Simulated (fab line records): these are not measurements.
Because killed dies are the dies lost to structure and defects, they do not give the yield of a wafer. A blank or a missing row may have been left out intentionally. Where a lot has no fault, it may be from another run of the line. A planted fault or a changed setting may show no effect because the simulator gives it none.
fab line records || flow n5_finfet || part 2 of 2: steps 26 to 32 of 32
record: {"lots": 5, "wafers": 15, "last_day": 17}
route steps=1938 shown SDB@371 DUMMY_REMOVAL@377 HKMG_FIN@385
lots that met no fault: taken from a fault-free run of the same line
start_h: hours from the record's opening day to when the first of the lot's shown wafers began || wait_h: hours elapsed since this lot's preceding step || " as in the row above || L1.1+2: a row that stands for several wafers || - no value, or no start given || * or withheld: withheld || < > ~ a bound
route shown NAME@n: names a module that has steps shown in the file, with the first one's number in the route || usual: mean/standard deviation of fault-free wafers || same: alike in all rows || chamber/n: place in a boat || sites: readings site by site || _std_site: the standard deviation of these || _edge_site: inner sites' mean taken away from outer sites' mean || radius_mm: how far each site lies from the wafer's centre || mask NAME#n: copy n || behind: the tool/chamber that last shaped the wafer || hold: the reason the lot was held/the length of the hold in hours/how it ended || device: which transistor (n, p or np) failed to switch || end of line: tests of these same wafers at the route's end || a step with no rows: only its recipe || killed: dies lost to structure and defects at the first sort, not the wafer's yield || map: the dies of a wafer, with x for killed, . for not killed, _ for no die there
set.NAME: setting as actually run; set.NAME@STEP: the setting as run at that earlier step || model.NAME: the simulator's own value behind a step, which no gauge read
a table for each step, a row for each wafer; lots at some steps of the route
services: when a tool's chamber went out of use (start_h, in hours from the record's first day, below 0 if earlier), for how many hours, and the reason
== steps ==
step: N5_HKMG_FIN_PEB_47
recipe: {"peb_temp_c": "withheld", "peb_time_s": 60, "resist": "CAR-ArF"}
usual: {"resist_line_temp_C": "23.01/0.097"}
{"lot.wafer": "L079.2", "tool": "litho_track-05", "chamber": 0, "start_h": 110.18, "wait_h": 0.0, "resist_line_temp_C": 22.90}
{"lot.wafer": "L079.3", "tool": "litho_track-05", "chamber": 0, "start_h": 110.18, "wait_h": 0.0, "resist_line_temp_C": 22.96}
{"lot.wafer": "L079.5", "tool": "litho_track-05", "chamber": 0, "start_h": 110.18, "wait_h": 0.0, "resist_line_temp_C": 23.07}
{"lot.wafer": "L082.2", "tool": "litho_track-05", "chamber": 0, "start_h": 122.80, "wait_h": 0.0, "resist_line_temp_C": 22.98}
{"lot.wafer": "L082.5", "tool": "litho_track-05", "chamber": 0, "start_h": 122.80, "wait_h": 0.0, "resist_line_temp_C": 23.07}
{"lot.wafer": "L082.6", "tool": "litho_track-05", "chamber": 0, "start_h": 122.80, "wait_h": 0.0, "resist_line_temp_C": 23.00}
{"lot.wafer": "L084.2", "tool": "litho_track-03", "chamber": 0, "start_h": 129.53, "wait_h": 0.0, "resist_line_temp_C": 22.93}
{"lot.wafer": "L084.5", "tool": "litho_track-03", "chamber": 0, "start_h": 129.53, "wait_h": 0.0, "resist_line_temp_C": 23.07}
{"lot.wafer": "L084.6", "tool": "litho_track-03", "chamber": 0, "start_h": 129.53, "wait_h": 0.0, "resist_line_temp_C": 22.93}
{"lot.wafer": "L086.1", "tool": "litho_track-05", "chamber": 0, "start_h": 148.23, "wait_h": 0.1, "resist_line_temp_C": 22.89}
{"lot.wafer": "L086.3", "tool": "litho_track-05", "chamber": 0, "start_h": 148.23, "wait_h": 0.1, "resist_line_temp_C": 23.04}
{"lot.wafer": "L086.6", "tool": "litho_track-05", "chamber": 0, "start_h": 148.23, "wait_h": 0.1, "resist_line_temp_C": 22.94}
{"lot.wafer": "L089.1", "tool": "litho_track-04", "chamber": 0, "start_h": 168.25, "wait_h": 0.1, "resist_line_temp_C": 22.95}
{"lot.wafer": "L089.4", "tool": "litho_track-04", "chamber": 0, "start_h": 168.25, "wait_h": 0.1, "resist_line_temp_C": 22.93}
{"lot.wafer": "L089.6", "tool": "litho_track-04", "chamber": 0, "start_h": 168.25, "wait_h": 0.1, "resist_line_temp_C": 22.98}
step: N5_HKMG_FIN_DEVELOP_48
recipe: {"develop_time_s": 30, "developer": "TMAH", "resist": "CAR-ArF", "rinse_liquid": "diw", "dry": "air_spin", "dev_temp_c": 23}
usual: {"resist_line_temp_C": "23.02/0.11"}
{"lot.wafer": "L079.2", "tool": "litho_track-05", "chamber": 0, "start_h": "-", "wait_h": "-", "resist_line_temp_C": 22.99}
{"lot.wafer": "L079.3", "tool": "litho_track-05", "chamber": 0, "start_h": "-", "wait_h": "-", "resist_line_temp_C": 22.97}
{"lot.wafer": "L079.5", "tool": "litho_track-05", "chamber": 0, "start_h": "-", "wait_h": "-", "resist_line_temp_C": 22.96}
{"lot.wafer": "L082.2", "tool": "litho_track-05", "chamber": 0, "start_h": "-", "wait_h": "-", "resist_line_temp_C": 22.99}
{"lot.wafer": "L082.5", "tool": "litho_track-05", "chamber": 0, "start_h": "-", "wait_h": "-", "resist_line_temp_C": 22.84}
{"lot.wafer": "L082.6", "tool": "litho_track-05", "chamber": 0, "start_h": "-", "wait_h": "-", "resist_line_temp_C": 22.87}
{"lot.wafer": "L084.2", "tool": "litho_track-03", "chamber": 0, "start_h": "-", "wait_h": "-", "resist_line_temp_C": 23.00}
{"lot.wafer": "L084.5", "tool": "litho_track-03", "chamber": 0, "start_h": "-", "wait_h": "-", "resist_line_temp_C": 22.85}
{"lot.wafer": "L084.6", "tool": "litho_track-03", "chamber": 0, "start_h": "-", "wait_h": "-", "resist_line_temp_C": 22.94}
{"lot.wafer": "L086.1", "tool": "litho_track-05", "chamber": 0, "start_h": "-", "wait_h": "-", "resist_line_temp_C": 22.93}
{"lot.wafer": "L086.3", "tool": "litho_track-05", "chamber": 0, "start_h": "-", "wait_h": "-", "resist_line_temp_C": 23.02}
{"lot.wafer": "L086.6", "tool": "litho_track-05", "chamber": 0, "start_h": "-", "wait_h": "-", "resist_line_temp_C": 22.90}
{"lot.wafer": "L089.1", "tool": "litho_track-04", "chamber": 0, "start_h": "-", "wait_h": "-", "resist_line_temp_C": 23.08}
{"lot.wafer": "L089.4", "tool": "litho_track-04", "chamber": 0, "start_h": "-", "wait_h": "-", "resist_line_temp_C": 23.06}
{"lot.wafer": "L089.6", "tool": "litho_track-04", "chamber": 0, "start_h": "-", "wait_h": "-", "resist_line_temp_C": 23.25}
step: N5_HKMG_FIN_CD_MEAS_49
recipe: {"target_cd_nm": 202, "landing_energy_ev": 500, "detector": "se_inlens", "polarity": "opening"}
usual: {"cd_nm": "202.3/0.61"}
{"lot.wafer": "L079.2", "tool": "cd_sem-03", "chamber": 0, "start_h": 110.24, "wait_h": "-", "cd_nm": 203.5}
{"lot.wafer": "L079.3", "tool": "cd_sem-03", "chamber": 0, "start_h": 110.24, "wait_h": "-", "cd_nm": 202.1}
{"lot.wafer": "L079.5", "tool": "cd_sem-03", "chamber": 0, "start_h": 110.24, "wait_h": "-", "cd_nm": 202.7}
{"lot.wafer": "L082.2", "tool": "cd_sem-02", "chamber": 0, "start_h": 122.87, "wait_h": "-", "cd_nm": 203.0}
{"lot.wafer": "L082.5", "tool": "cd_sem-02", "chamber": 0, "start_h": 122.87, "wait_h": "-", "cd_nm": 201.4}
{"lot.wafer": "L082.6", "tool": "cd_sem-02", "chamber": 0, "start_h": 122.87, "wait_h": "-", "cd_nm": 201.9}
{"lot.wafer": "L084.2", "tool": "cd_sem-03", "chamber": 0, "start_h": 129.60, "wait_h": "-", "cd_nm": 201.7}
{"lot.wafer": "L084.5", "tool": "cd_sem-03", "chamber": 0, "start_h": 129.60, "wait_h": "-", "cd_nm": 202.3}
{"lot.wafer": "L084.6", "tool": "cd_sem-03", "chamber": 0, "start_h": 129.60, "wait_h": "-", "cd_nm": 201.2}
{"lot.wafer": "L086.1", "tool": "cd_sem-03", "chamber": 0, "start_h": 148.30, "wait_h": "-", "cd_nm": 202.5}
{"lot.wafer": "L086.3", "tool": "cd_sem-03", "chamber": 0, "start_h": 148.30, "wait_h": "-", "cd_nm": 202.6}
{"lot.wafer": "L086.6", "tool": "cd_sem-03", "chamber": 0, "start_h": 148.30, "wait_h": "-", "cd_nm": 201.6}
{"lot.wafer": "L089.1", "tool": "cd_sem-02", "chamber": 0, "start_h": 168.32, "wait_h": "-", "cd_nm": 201.3}
{"lot.wafer": "L089.4", "tool": "cd_sem-02", "chamber": 0, "start_h": 168.32, "wait_h": "-", "cd_nm": 201.5}
{"lot.wafer": "L089.6", "tool": "cd_sem-02", "chamber": 0, "start_h": 168.32, "wait_h": "-", "cd_nm": 201.5}
step: N5_HKMG_FIN_OVL_MEAS_50
recipe: {"points_per_wafer": 44}
usual: {"NDIPOLE_OVL": "0.3/0.71"}
{"lot.wafer": "L079.2", "tool": "overlay-01", "chamber": 0, "start_h": 110.27, "wait_h": 0.0, "NDIPOLE_OVL[nm]": 0.5}
{"lot.wafer": "L079.3", "tool": "overlay-01", "chamber": 0, "start_h": 110.27, "wait_h": 0.0, "NDIPOLE_OVL[nm]": 0.0}
{"lot.wafer": "L079.5", "tool": "overlay-01", "chamber": 0, "start_h": 110.27, "wait_h": 0.0, "NDIPOLE_OVL[nm]": 0.1}
{"lot.wafer": "L082.2", "tool": "overlay-01", "chamber": 0, "start_h": 122.90, "wait_h": 0.0, "NDIPOLE_OVL[nm]": 0.3}
{"lot.wafer": "L082.5", "tool": "overlay-01", "chamber": 0, "start_h": 122.90, "wait_h": 0.0, "NDIPOLE_OVL[nm]": 0.4}
{"lot.wafer": "L082.6", "tool": "overlay-01", "chamber": 0, "start_h": 122.90, "wait_h": 0.0, "NDIPOLE_OVL[nm]": -0.1}
{"lot.wafer": "L084.2", "tool": "overlay-02", "chamber": 0, "start_h": 129.63, "wait_h": 0.0, "NDIPOLE_OVL[nm]": -0.5}
{"lot.wafer": "L084.5", "tool": "overlay-02", "chamber": 0, "start_h": 129.63, "wait_h": 0.0, "NDIPOLE_OVL[nm]": -0.4}
{"lot.wafer": "L084.6", "tool": "overlay-02", "chamber": 0, "start_h": 129.63, "wait_h": 0.0, "NDIPOLE_OVL[nm]": -0.3}
{"lot.wafer": "L086.1", "tool": "overlay-02", "chamber": 0, "start_h": 148.33, "wait_h": 0.0, "NDIPOLE_OVL[nm]": 0.2}
{"lot.wafer": "L086.3", "tool": "overlay-02", "chamber": 0, "start_h": 148.33, "wait_h": 0.0, "NDIPOLE_OVL[nm]": 0.4}
{"lot.wafer": "L086.6", "tool": "overlay-02", "chamber": 0, "start_h": 148.33, "wait_h": 0.0, "NDIPOLE_OVL[nm]": 1.3}
{"lot.wafer": "L089.1", "tool": "overlay-02", "chamber": 0, "start_h": 168.35, "wait_h": 0.0, "NDIPOLE_OVL[nm]": 0.4}
{"lot.wafer": "L089.4", "tool": "overlay-02", "chamber": 0, "start_h": 168.35, "wait_h": 0.0, "NDIPOLE_OVL[nm]": 0.2}
{"lot.wafer": "L089.6", "tool": "overlay-02", "chamber": 0, "start_h": 168.35, "wait_h": 0.0, "NDIPOLE_OVL[nm]": -0.1}
step: N5_HKMG_FIN_INSPECT_61
recipe: {"mode": "adi", "inspect_instrument": "macro"}
usual: {"raw_defect_count": "2.0/1.4"}
{"lot.wafer": "L079.2", "tool": "defect_inspect-01", "chamber": "-", "start_h": 110.30, "wait_h": 0.0, "raw_defect_count": 2}
{"lot.wafer": "L079.3", "tool": "defect_inspect-01", "chamber": "-", "start_h": 110.30, "wait_h": 0.0, "raw_defect_count": 2}
{"lot.wafer": "L079.5", "tool": "defect_inspect-01", "chamber": "-", "start_h": 110.30, "wait_h": 0.0, "raw_defect_count": 2}
{"lot.wafer": "L082.2", "tool": "defect_inspect-02", "chamber": "-", "start_h": 122.92, "wait_h": 0.0, "raw_defect_count": 2}
{"lot.wafer": "L082.5", "tool": "defect_inspect-02", "chamber": "-", "start_h": 122.92, "wait_h": 0.0, "raw_defect_count": 3}
{"lot.wafer": "L082.6", "tool": "defect_inspect-02", "chamber": "-", "start_h": 122.92, "wait_h": 0.0, "raw_defect_count": 2}
{"lot.wafer": "L084.2", "tool": "defect_inspect-01", "chamber": "-", "start_h": 129.65, "wait_h": 0.0, "raw_defect_count": 3}
{"lot.wafer": "L084.5", "tool": "defect_inspect-01", "chamber": "-", "start_h": 129.65, "wait_h": 0.0, "raw_defect_count": 1}
{"lot.wafer": "L084.6", "tool": "defect_inspect-01", "chamber": "-", "start_h": 129.65, "wait_h": 0.0, "raw_defect_count": 3}
{"lot.wafer": "L086.1", "tool": "defect_inspect-02", "chamber": "-", "start_h": 148.35, "wait_h": 0.0, "raw_defect_count": 3}
{"lot.wafer": "L086.3", "tool": "defect_inspect-02", "chamber": "-", "start_h": 148.35, "wait_h": 0.0, "raw_defect_count": 1}
{"lot.wafer": "L086.6", "tool": "defect_inspect-02", "chamber": "-", "start_h": 148.35, "wait_h": 0.0, "raw_defect_count": 2}
{"lot.wafer": "L089.1", "tool": "defect_inspect-01", "chamber": "-", "start_h": 168.37, "wait_h": 0.0, "raw_defect_count": 2}
{"lot.wafer": "L089.4", "tool": "defect_inspect-01", "chamber": "-", "start_h": 168.37, "wait_h": 0.0, "raw_defect_count": 2}
{"lot.wafer": "L089.6", "tool": "defect_inspect-01", "chamber": "-", "start_h": 168.37, "wait_h": 0.0, "raw_defect_count": 1}
step: N5_HKMG_FIN_DESCUM_53
recipe: {"chemistry": "O2", "time_s": 7.9, "source_power_w": 50, "bias_power_w": 20, "pressure_mtorr": 20, "rf_frequency_hz": 2.712e+07, "temp_c": 40, "resist": "CAR-ArF", "o2_flow_sccm": 225}
usual: {"drypump_motor_current_A": "5.8/0.48", "oes_product_au": "0.80/0.087", "rf_vpp_V": "242.9/1.5", "showerhead_plenum_p_Torr": "2.08/0.076", "throttle_valve_pct": "20.37/0.23"}
{"lot.wafer": "L079.2", "tool": "rie_diel-03", "chamber": 1, "start_h": 110.55, "wait_h": 0.3, "drypump_motor_current_A": 6.5, "oes_product_au": 0.90, "rf_hours_counter_h": 17, "rf_vpp_V": 244.0, "showerhead_plenum_p_Torr": 2.14, "throttle_valve_pct": 20.15}
{"lot.wafer": "L079.3", "tool": "rie_diel-03", "chamber": 0, "start_h": 110.55, "wait_h": 0.3, "drypump_motor_current_A": 6.0, "oes_product_au": 0.87, "rf_hours_counter_h": 45, "rf_vpp_V": 241.8, "showerhead_plenum_p_Torr": 2.03, "throttle_valve_pct": 20.34}
{"lot.wafer": "L079.5", "tool": "rie_diel-03", "chamber": 1, "start_h": 110.55, "wait_h": 0.3, "drypump_motor_current_A": 6.5, "oes_product_au": 0.90, "rf_hours_counter_h": "-", "rf_vpp_V": 244.7, "showerhead_plenum_p_Torr": 2.14, "throttle_valve_pct": 20.16}
{"lot.wafer": "L082.2", "tool": "rie_diel-01", "chamber": 1, "start_h": 122.96, "wait_h": 0.0, "drypump_motor_current_A": 6.5, "oes_product_au": 0.88, "rf_hours_counter_h": 31, "rf_vpp_V": 242.1, "showerhead_plenum_p_Torr": 2.05, "throttle_valve_pct": 20.05}
{"lot.wafer": "L082.5", "tool": "rie_diel-01", "chamber": 1, "start_h": 122.96, "wait_h": 0.0, "drypump_motor_current_A": 6.4, "oes_product_au": 0.89, "rf_hours_counter_h": "-", "rf_vpp_V": 242.3, "showerhead_plenum_p_Torr": 2.05, "throttle_valve_pct": 20.06}
{"lot.wafer": "L082.6", "tool": "rie_diel-01", "chamber": 2, "start_h": 122.96, "wait_h": 0.0, "drypump_motor_current_A": 5.4, "oes_product_au": 0.72, "rf_hours_counter_h": "-", "rf_vpp_V": 244.4, "showerhead_plenum_p_Torr": 2.16, "throttle_valve_pct": 20.43}
{"lot.wafer": "L084.2", "tool": "rie_diel-05", "chamber": 2, "start_h": 130.05, "wait_h": 0.4, "drypump_motor_current_A": 5.6, "oes_product_au": 0.75, "rf_hours_counter_h": 172, "rf_vpp_V": 245.6, "showerhead_plenum_p_Torr": 2.19, "throttle_valve_pct": 20.56}
{"lot.wafer": "L084.5", "tool": "rie_diel-05", "chamber": 0, "start_h": 130.05, "wait_h": 0.4, "drypump_motor_current_A": 5.4, "oes_product_au": 0.86, "rf_hours_counter_h": "-", "rf_vpp_V": 241.2, "showerhead_plenum_p_Torr": 2.11, "throttle_valve_pct": 20.13}
{"lot.wafer": "L084.6", "tool": "rie_diel-05", "chamber": 2, "start_h": 130.05, "wait_h": 0.4, "drypump_motor_current_A": 5.6, "oes_product_au": 0.76, "rf_hours_counter_h": "-", "rf_vpp_V": 244.2, "showerhead_plenum_p_Torr": 2.19, "throttle_valve_pct": 20.55}
{"lot.wafer": "L086.1", "tool": "rie_diel-01", "chamber": 2, "start_h": 148.38, "wait_h": 0.0, "drypump_motor_current_A": 5.4, "oes_product_au": 0.71, "rf_hours_counter_h": 193, "rf_vpp_V": 244.2, "showerhead_plenum_p_Torr": 2.15, "throttle_valve_pct": 20.43}
{"lot.wafer": "L086.3", "tool": "rie_diel-01", "chamber": 0, "start_h": 148.38, "wait_h": 0.0, "drypump_motor_current_A": 6.2, "oes_product_au": 0.79, "rf_hours_counter_h": 133, "rf_vpp_V": 240.5, "showerhead_plenum_p_Torr": 2.01, "throttle_valve_pct": 20.54}
{"lot.wafer": "L086.6", "tool": "rie_diel-01", "chamber": 0, "start_h": 148.38, "wait_h": 0.0, "drypump_motor_current_A": 6.2, "oes_product_au": 0.79, "rf_hours_counter_h": "-", "rf_vpp_V": 241.5, "showerhead_plenum_p_Torr": 2.01, "throttle_valve_pct": 20.56}
{"lot.wafer": "L089.1", "tool": "rie_diel-05", "chamber": 3, "start_h": 168.41, "wait_h": 0.0, "drypump_motor_current_A": 5.5, "oes_product_au": 0.95, "rf_hours_counter_h": 1, "rf_vpp_V": 243.6, "showerhead_plenum_p_Torr": 2.06, "throttle_valve_pct": 20.02}
{"lot.wafer": "L089.4", "tool": "rie_diel-05", "chamber": 1, "start_h": 168.41, "wait_h": 0.0, "drypump_motor_current_A": 6.2, "oes_product_au": 0.96, "rf_hours_counter_h": 15, "rf_vpp_V": 242.1, "showerhead_plenum_p_Torr": 2.05, "throttle_valve_pct": 20.20}
{"lot.wafer": "L089.6", "tool": "rie_diel-05", "chamber": 2, "start_h": 168.41, "wait_h": 0.0, "drypump_motor_current_A": 5.6, "oes_product_au": 0.74, "rf_hours_counter_h": "-", "rf_vpp_V": 242.4, "showerhead_plenum_p_Torr": 2.18, "throttle_valve_pct": 20.60}
step: N5_HKMG_FIN_ETCH_54
recipe: {"chemistry": "CF4", "target": "SiARC", "target_depth_a": 455, "mask_material": "CAR-ArF", "time_s": 75.8, "ion_energy_ev": 80, "pressure_mtorr": 40, "source_w": 545, "bias_w": 36, "Ar_flow_sccm": 100, "cf4_flow_sccm": 100, "ends": "cleared"}
usual: {"drypump_motor_current_A": "5.8/0.48", "etch_rf_on_time_s": "75.1/1.9", "oes_product_au": "0.69/0.072", "rf_vpp_V": "184.0/1.3", "showerhead_plenum_p_Torr": "2.14/0.078", "throttle_valve_pct": "15.60/0.23"}
{"lot.wafer": "L079.2", "tool": "rie_diel-03", "chamber": 1, "start_h": 110.59, "wait_h": 0.0, "drypump_motor_current_A": 6.5, "etch_rf_on_time_s": 76.5, "oes_product_au": 0.77, "rf_hours_counter_h": 17, "rf_vpp_V": 185.3, "showerhead_plenum_p_Torr": 2.18, "throttle_valve_pct": 15.30}
{"lot.wafer": "L079.3", "tool": "rie_diel-03", "chamber": 0, "start_h": 110.59, "wait_h": 0.0, "drypump_motor_current_A": 6.0, "etch_rf_on_time_s": 76.5, "oes_product_au": 0.73, "rf_hours_counter_h": 45, "rf_vpp_V": 184.1, "showerhead_plenum_p_Torr": 2.10, "throttle_valve_pct": 15.59}
{"lot.wafer": "L079.5", "tool": "rie_diel-03", "chamber": 1, "start_h": 110.59, "wait_h": 0.0, "drypump_motor_current_A": 6.5, "etch_rf_on_time_s": 77.0, "oes_product_au": 0.77, "rf_hours_counter_h": "-", "rf_vpp_V": 183.0, "showerhead_plenum_p_Torr": 2.18, "throttle_valve_pct": 15.30}
{"lot.wafer": "L082.2", "tool": "rie_diel-01", "chamber": 1, "start_h": 122.99, "wait_h": 0.0, "drypump_motor_current_A": 6.4, "etch_rf_on_time_s": 71.7, "oes_product_au": 0.76, "rf_hours_counter_h": 31, "rf_vpp_V": 182.7, "showerhead_plenum_p_Torr": 2.10, "throttle_valve_pct": 15.20}
{"lot.wafer": "L082.5", "tool": "rie_diel-01", "chamber": 1, "start_h": 122.99, "wait_h": 0.0, "drypump_motor_current_A": 6.4, "etch_rf_on_time_s": 72.0, "oes_product_au": 0.75, "rf_hours_counter_h": "-", "rf_vpp_V": 183.2, "showerhead_plenum_p_Torr": 2.10, "throttle_valve_pct": 15.20}
{"lot.wafer": "L082.6", "tool": "rie_diel-01", "chamber": 2, "start_h": 122.99, "wait_h": 0.0, "drypump_motor_current_A": 5.4, "etch_rf_on_time_s": 76.5, "oes_product_au": 0.62, "rf_hours_counter_h": "-", "rf_vpp_V": 185.6, "showerhead_plenum_p_Torr": 2.21, "throttle_valve_pct": 15.69}
{"lot.wafer": "L084.2", "tool": "rie_diel-05", "chamber": 2, "start_h": 130.08, "wait_h": 0.0, "drypump_motor_current_A": 5.6, "etch_rf_on_time_s": 72.4, "oes_product_au": 0.66, "rf_hours_counter_h": 172, "rf_vpp_V": 186.6, "showerhead_plenum_p_Torr": 2.23, "throttle_valve_pct": 15.78}
{"lot.wafer": "L084.5", "tool": "rie_diel-05", "chamber": 0, "start_h": 130.08, "wait_h": 0.0, "drypump_motor_current_A": 5.3, "etch_rf_on_time_s": 75.2, "oes_product_au": 0.75, "rf_hours_counter_h": "-", "rf_vpp_V": 185.3, "showerhead_plenum_p_Torr": 2.20, "throttle_valve_pct": 15.51}
{"lot.wafer": "L084.6", "tool": "rie_diel-05", "chamber": 2, "start_h": 130.08, "wait_h": 0.0, "drypump_motor_current_A": 5.6, "etch_rf_on_time_s": 73.6, "oes_product_au": 0.66, "rf_hours_counter_h": "-", "rf_vpp_V": 185.3, "showerhead_plenum_p_Torr": 2.23, "throttle_valve_pct": 15.76}
{"lot.wafer": "L086.1", "tool": "rie_diel-01", "chamber": 2, "start_h": 148.42, "wait_h": 0.0, "drypump_motor_current_A": 5.4, "etch_rf_on_time_s": 77.4, "oes_product_au": 0.61, "rf_hours_counter_h": 193, "rf_vpp_V": 184.4, "showerhead_plenum_p_Torr": 2.21, "throttle_valve_pct": 15.73}
{"lot.wafer": "L086.3", "tool": "rie_diel-01", "chamber": 0, "start_h": 148.42, "wait_h": 0.0, "drypump_motor_current_A": 6.2, "etch_rf_on_time_s": 78.4, "oes_product_au": 0.66, "rf_hours_counter_h": 133, "rf_vpp_V": 182.8, "showerhead_plenum_p_Torr": 2.06, "throttle_valve_pct": 15.70}
{"lot.wafer": "L086.6", "tool": "rie_diel-01", "chamber": 0, "start_h": 148.42, "wait_h": 0.0, "drypump_motor_current_A": 6.2, "etch_rf_on_time_s": 78.1, "oes_product_au": 0.65, "rf_hours_counter_h": "-", "rf_vpp_V": 183.7, "showerhead_plenum_p_Torr": 2.06, "throttle_valve_pct": 15.70}
{"lot.wafer": "L089.1", "tool": "rie_diel-05", "chamber": 3, "start_h": 168.44, "wait_h": 0.0, "drypump_motor_current_A": 5.5, "etch_rf_on_time_s": 75.1, "oes_product_au": 0.83, "rf_hours_counter_h": 1, "rf_vpp_V": 182.7, "showerhead_plenum_p_Torr": 2.11, "throttle_valve_pct": 15.22}
{"lot.wafer": "L089.4", "tool": "rie_diel-05", "chamber": 1, "start_h": 168.44, "wait_h": 0.0, "drypump_motor_current_A": 6.2, "etch_rf_on_time_s": 75.3, "oes_product_au": 0.80, "rf_hours_counter_h": 15, "rf_vpp_V": 183.4, "showerhead_plenum_p_Torr": 2.11, "throttle_valve_pct": 15.41}
{"lot.wafer": "L089.6", "tool": "rie_diel-05", "chamber": 2, "start_h": 168.44, "wait_h": 0.0, "drypump_motor_current_A": 5.6, "etch_rf_on_time_s": 71.7, "oes_product_au": 0.66, "rf_hours_counter_h": "-", "rf_vpp_V": 184.7, "showerhead_plenum_p_Torr": 2.22, "throttle_valve_pct": 15.78}
== services ==
{"tool": "rie_diel-05", "chamber": 1, "start_h": 84.10, "hours": 21.9, "kind": "repair"}
{"tool": "arfi_scanner-01", "chamber": "-", "start_h": 91.20, "hours": 1.0, "kind": "pm"}
{"tool": "cmp-03", "chamber": "-", "start_h": 91.82, "hours": 0.2, "kind": "repair"}
{"tool": "arfi_scanner-03", "chamber": "-", "start_h": 96.25, "hours": 0.8, "kind": "pm"}
{"tool": "rie_diel-05", "chamber": 3, "start_h": 96.30, "hours": 1.8, "kind": "repair"}
{"tool": "rie_diel-05", "chamber": 2, "start_h": 100.11, "hours": 16.3, "kind": "repair"}
{"tool": "ald_hk-01", "chamber": "-", "start_h": 103.42, "hours": 3.8, "kind": "repair"}
{"tool": "rie_diel-06", "chamber": 0, "start_h": 104.78, "hours": 5.5, "kind": "repair"}
{"tool": "rie_diel-04", "chamber": "-", "start_h": 116.06, "hours": 28.1, "kind": "pm"}
{"tool": "cmp-01", "chamber": "-", "start_h": 117.61, "hours": 0.3, "kind": "repair"}
{"tool": "cmp-02", "chamber": "-", "start_h": 118.45, "hours": 4.0, "kind": "pm"}
{"tool": "rie_diel-05", "chamber": 3, "start_h": 119.45, "hours": 6.4, "kind": "repair"}
{"tool": "arfi_scanner-01", "chamber": "-", "start_h": 122.31, "hours": 1.0, "kind": "pm"}
{"tool": "arfi_scanner-02", "chamber": "-", "start_h": 123.86, "hours": 1.3, "kind": "pm"}
{"tool": "cmp-01", "chamber": "-", "start_h": 124.10, "hours": 1.0, "kind": "repair"}
{"tool": "arfi_scanner-03", "chamber": "-", "start_h": 131.84, "hours": 1.3, "kind": "pm"}
{"tool": "cmp-02", "chamber": "-", "start_h": 132.23, "hours": 5.9, "kind": "pm"}
{"tool": "ald_hk-02", "chamber": "-", "start_h": 144.82, "hours": 2.8, "kind": "pm"}
{"tool": "arfi_scanner-03", "chamber": "-", "start_h": 145.15, "hours": 3.9, "kind": "pm"}
{"tool": "arfi_scanner-02", "chamber": "-", "start_h": 149.35, "hours": 0.8, "kind": "pm"}
{"tool": "rie_diel-02", "chamber": 1, "start_h": 154.13, "hours": 5.4, "kind": "repair"}
{"tool": "remote_plasma-01", "chamber": "-", "start_h": 156.65, "hours": 0.2, "kind": "repair"}
{"tool": "rie_diel-03", "chamber": 2, "start_h": 157.49, "hours": 2.7, "kind": "repair"}
{"tool": "rie_diel-04", "chamber": 3, "start_h": 167.41, "hours": 8.7, "kind": "repair"}
